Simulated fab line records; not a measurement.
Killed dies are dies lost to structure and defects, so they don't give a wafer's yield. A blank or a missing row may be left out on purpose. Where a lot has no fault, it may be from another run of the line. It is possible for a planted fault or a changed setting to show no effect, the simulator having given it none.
Code-filled problem report in 8D (eight disciplines) form | flow n5_finfet | the parts of the form that need people (team, actions taken, sign-off) are left out

== 1. WHAT IS WRONG ==
Wafers without a fault read 1500.2 rpm, standard deviation 1; spin_speed_rpm at N5_BEOL_M9_COAT_60 reads a mean of 1426.5 rpm on 6 wafers belonging to 2 lots. Relative to the usual mean, that is a shift of -74 standard deviations.
The step: time 60 s, resist thk 30 nm.
First seen on wafer L837.4, day 13 16:17, on litho_track-03. The record holds 12 wafers of 4 lots with a number at this step. Rule for "out", or "out of limits": more than 4 standard deviations from the usual mean. The other wafers with a number count as sound.

== 2. WHAT IT IS, WHAT IT ISN'T ==
question                    | is                     | is not
which readings at this step | spin_speed_rpm         | heater_power_total_W
which lots                  | L837, L839             | L833, L840
which wafers of those lots  | all that have a number | -
read on which tools         | litho_track-03         | litho_track-02
when                        | from day 13 16:17      | up to then (3 sound wafers); but 3 sound wafers of L840 came after

== 3. THE SUSPECTS, EACH WITH WHAT RULES IT OUT ==
Counting: a tool at a process step up to the reading stays a suspect if it ran every lot that is out and no sound lot after the first of them.
- litho_track-03 at N5_BEOL_M9_COAT_60 (time 60 s, resist thk 30 nm): kept. It processed each lot that is out, first L837 at day 13 16:17, and no sound lot thereafter; up to then, the last sound lot it processed was L833 at day 12 16:29. On those wafers its own readings are out: spin_speed_rpm.
After counting, what remains is litho_track-03 at N5_BEOL_M9_COAT_60.

== 4. THE CAUSE (what the simulator had put in) ==
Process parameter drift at N5_BEOL_M9_COAT_60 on litho_track-03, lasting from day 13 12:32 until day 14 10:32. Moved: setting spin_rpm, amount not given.
This tool alone remained once counting was done.

== 5. THE CHAIN OF EFFECTS, in route order ==
One row per reading whose mean, taken over the struck wafers that have a number, lies over 3 standard deviations from the usual. Scope: only readings with a usual standard deviation given in the record; hours: median across lots of the time from each lot's start at the first step in this table that gives one to its start at this step; sigmas: change in usual standard deviations.
hours | step               | reading        | usual      | on struck wafers | change | sigmas
0     | N5_BEOL_M9_COAT_60 | spin_speed_rpm | 1500.2 rpm | 1426.5           | -73.7  | -74
Process steps it contains:
- N5_BEOL_M9_COAT_60: time 60 s, resist thk 30 nm.

== 6. HOW IT WOULD HAVE BEEN CAUGHT EARLIER ==
First out-of-limits reading in this record: day 13 16:17, which is 4 hours after fault onset at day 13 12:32.
